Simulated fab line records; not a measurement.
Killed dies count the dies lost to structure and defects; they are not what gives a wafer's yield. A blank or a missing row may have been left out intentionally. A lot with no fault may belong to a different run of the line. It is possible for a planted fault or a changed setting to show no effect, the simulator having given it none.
Split-lot study	flow n5 finfet	route with 1938 steps; 7 lots, 21 wafers read

## ON THE SPLIT
At N5_BEOL_M1_COAT_61 (time 60 s, resist thk 60 nm), the setting spin rpm was moved away from the recipe's 1500 rpm on 6 of the 21 wafers read, by -11.1% to +7.6%. The other wafers ran this setting at the recipe's value.

## FROM THE SPLIT TO THE READING: what the file shows between them, 4 steps
- N5_BEOL_M1_COAT_62: time 60 s, resist thk 12 nm
- N5_BEOL_M1_COAT_73: time 60 s, resist thk 5 nm
- N5_BEOL_M1_ETCH_74: etches underlayer in N2/H2, target depth 6.5 nm, time 5.2 s
- N5_BEOL_M1_ETCH_63: etches SiARC in CF4, target depth 15.6 nm, time 26 s

## THE READING
etch.depth nm (the simulator's own value, which no gauge read), in nm, at N5_BEOL_M1_ETCH_64 (etches SOC in N2/H2, target depth 75 nm, overetch 15 nm, time 112.5 s). The file does not state a usual value for it. The 15 wafers here that ran the recipe average 60.13 nm, standard deviation 0.14 nm.

wafer	tool, chamber at the split	spin rpm as run, rpm	against the recipe	etch.depth nm, nm	against lot-mates on the recipe
L077.1	litho track-04, 0	1614	+7.6%	57.85	-2.13
L077.3	litho track-04, 0	1614	+7.6%	57.68	-2.30
L077.5	litho track-04, 0	1500	recipe	59.98	-
L082.1	litho track-02, 0	1500	recipe	60.16	-
L082.3	litho track-02, 0	1565	+4.3%	58.63	-1.45
L082.5	litho track-02, 0	1500	recipe	60	-
L087.2	litho track-03, 0	1333	-11.1%	63.79	+3.85
L087.3	litho track-03, 0	1333	-11.1%	63.69	+3.75
L087.5	litho track-03, 0	1500	recipe	59.94	-
L092.3	litho track-03, 0	1436	-4.3%	61.3	+0.98
L092.4	litho track-03, 0	1500	recipe	60.4	-
L092.6	litho track-03, 0	1500	recipe	60.23	-
L094.1	litho track-04, 0	1500	recipe	60.12	-
L094.3	litho track-04, 0	1500	recipe	60.02	-
L094.4	litho track-04, 0	1500	recipe	59.95	-
L095.1	litho track-04, 0	1500	recipe	60.24	-
L095.2	litho track-04, 0	1500	recipe	60.36	-
L095.3	litho track-04, 0	1500	recipe	60.25	-
L097.3	litho track-04, 0	1500	recipe	60.09	-
L097.4	litho track-04, 0	1500	recipe	60.07	-
L097.6	litho track-04, 0	1500	recipe	60.11	-

FIT RESULTS
A straight line over all 21 wafers: etch.depth nm changes by -0.319 nm for each +1% of spin rpm; r = -1.00; the points scatter about the line by 0.14 nm.
The same after taking each lot's own level away (the mean of its wafers on the recipe; 21 wafers): -0.321 nm for each +1%; r = -0.99; scatter 0.15 nm.
Per that fit: largest spin rpm move, reading shift of 3.6 nm.
Across the lots, their own levels run from 59.940 to 60.315 nm, a range of 2.7 times the standard deviation given above.
The two slopes agree, so the slope changes little with the lot-to-lot level.
Check: with one of the wafers moved furthest among these (-11.1%) left out of the fit, the line predicts +3.47 nm for it against its lot-mates. It came out at +3.85 nm against them.

## THE WHOLE CHAIN: every reading that the file lists as answering this split, in the file's order
step	what it does	reading	change (the file's fit)	r (the file's)
N5_BEOL_M1_COAT_61	time 60 s, resist thk 60 nm	SOC_of_BEOL_M1_COAT_61.thk nm (the simulator's own value, which no gauge read)	-0.319 nm for each +1% of the setting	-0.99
N5_BEOL_M1_ETCH_64	etches SOC in N2/H2, target depth 75 nm, overetch 15 nm, time 112.5 s	etch.depth nm (the simulator's own value, which no gauge read)	-0.318 nm for each +1% of the setting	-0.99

## THE FILE'S OWN FIT
etch.depth nm changes by -0.318 nm for each +1% of spin rpm, r = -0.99.
